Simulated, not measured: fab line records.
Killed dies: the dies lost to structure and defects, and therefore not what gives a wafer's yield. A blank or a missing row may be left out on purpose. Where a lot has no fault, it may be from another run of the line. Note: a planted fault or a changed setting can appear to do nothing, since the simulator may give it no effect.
Struck lot and sound lot, side by side ; flow n5 finfet ; 19 steps out of a route of 1938
Sound: these wafers, L572.3, L572.4, L572.6. Wafers struck: L585.1, L585.3, L585.5. The cause comes at the end.
For every step that has rows: the tool of each side, followed by ch and its chambers, followed by its first start. Under that, the readings that differ: sound wafers ; struck wafers ; difference of the means ; sigmas: that difference in standard deviations of wafers without a fault.
alike: a reading whose means differ by less than 2 such deviations, as well as words and numbers matching on both sides. not compared: withheld readings; readings where some wafer has no value; bounds like >300 that might hide an equal value; numbers whose values overlap and for which the record gives no deviation.
A row with sigmas, a row that says differs or no value, or rows on one side alone: a step with any of these is where the two part. Numbers that don't overlap but have no deviation are shown without sigmas and don't part them. Lack of a reading on every wafer of one side parts them only where that side has two or more wafers.

first, 8 steps without rows for these wafers: N5_BEOL_M13_SPUTTER_44 (material Ta, target thk 10 nm, time 16.13 s); N5_BEOL_M13_SPUTTER_45 (material Cu, target thk 80 nm, time 13.33 s); N5_BEOL_M13_ECD_47 (material Cu, target thk 936 nm); N5_BEOL_M13_ANNEAL_48 (time 90 s); N5_BEOL_M13_CMP_49 (polishes, stops on SiOC, t overpolish 17.1 s, target thk 420 nm); N5_BEOL_M13_PRE_CLEAN_52 (time 15 s); N5_BEOL_M13_DEP_53 (deposits SiCN from 3MS/NH3, target thk 50 nm, time 17.8 s); N5_BEOL_M14_ILD_DEP_00 (deposits SiO2 from TEOS/O2, target thk 1119.3 nm, time 237.4 s).
N5_BEOL_M14_COAT_58: time 60 s, resist thk 89 nm.
  sound on litho track-05 ch 0, day 12 12:10; struck on litho track-05 ch 0, day 15 22:25
reading;sound;struck;difference;sigmas
spin speed rpm (rpm);1500.8 1500.4 1501.6;1365.0 1366.3 1365.1;-135.5;-99 or more
model.BARC_of_BEOL_M14_COAT_58.thk nm (nm);89.4 89.4 89;93 92.8 93;+4;
then, 8 steps without rows for these wafers: N5_BEOL_M14_COAT_04 (resist thk 800 nm); N5_BEOL_M14_EBR_06; N5_BEOL_M14_SOFTBAKE_05 (time 60 s); N5_BEOL_M14_EXPOSE_07 (exposes mask V13); N5_BEOL_M14_PEB_08 (peb time 90 s); N5_BEOL_M14_DEVELOP_09 (develop time 45 s); N5_BEOL_M14_HARDBAKE_14 (time 120 s); N5_BEOL_M14_DESCUM_15 (chemistry O2, time 7.9 s).
N5_BEOL_M14_ETCH_59: etches BARC in N2/H2, target depth 89 nm, overetch 26.7 nm, time 67.9 s.
  sound on rie diel-01 ch 0,1,3, day 12 13:46; struck on rie diel-01 ch 0,1,3, day 15 22:56
reading;sound;struck;difference;sigmas
model.etch.depth nm (nm);89.4 89.31 89.07;93 92.79 92.92;+4;
  alike: chamber pressure mTorr, drypump motor current A, oes product au, rf vpp V, showerhead plenum p Torr, throttle valve pct
  not compared: rf hours counter h
then, 1 step without rows for these wafers: N5_BEOL_M14_VIA_ETCH_16 (etches SiO2 in C4F8/O2/Ar, target depth 1231.3 nm).

WHERE THEY PART
At N5_BEOL_M14_COAT_58 and nowhere else, as far as this record goes. Later steps at which nothing parts them and some readings are alike: N5_BEOL_M14_ETCH_59.

WHY: what had been put in by the simulator
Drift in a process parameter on litho track-05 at N5_BEOL_M14_COAT_58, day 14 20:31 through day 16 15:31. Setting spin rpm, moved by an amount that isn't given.
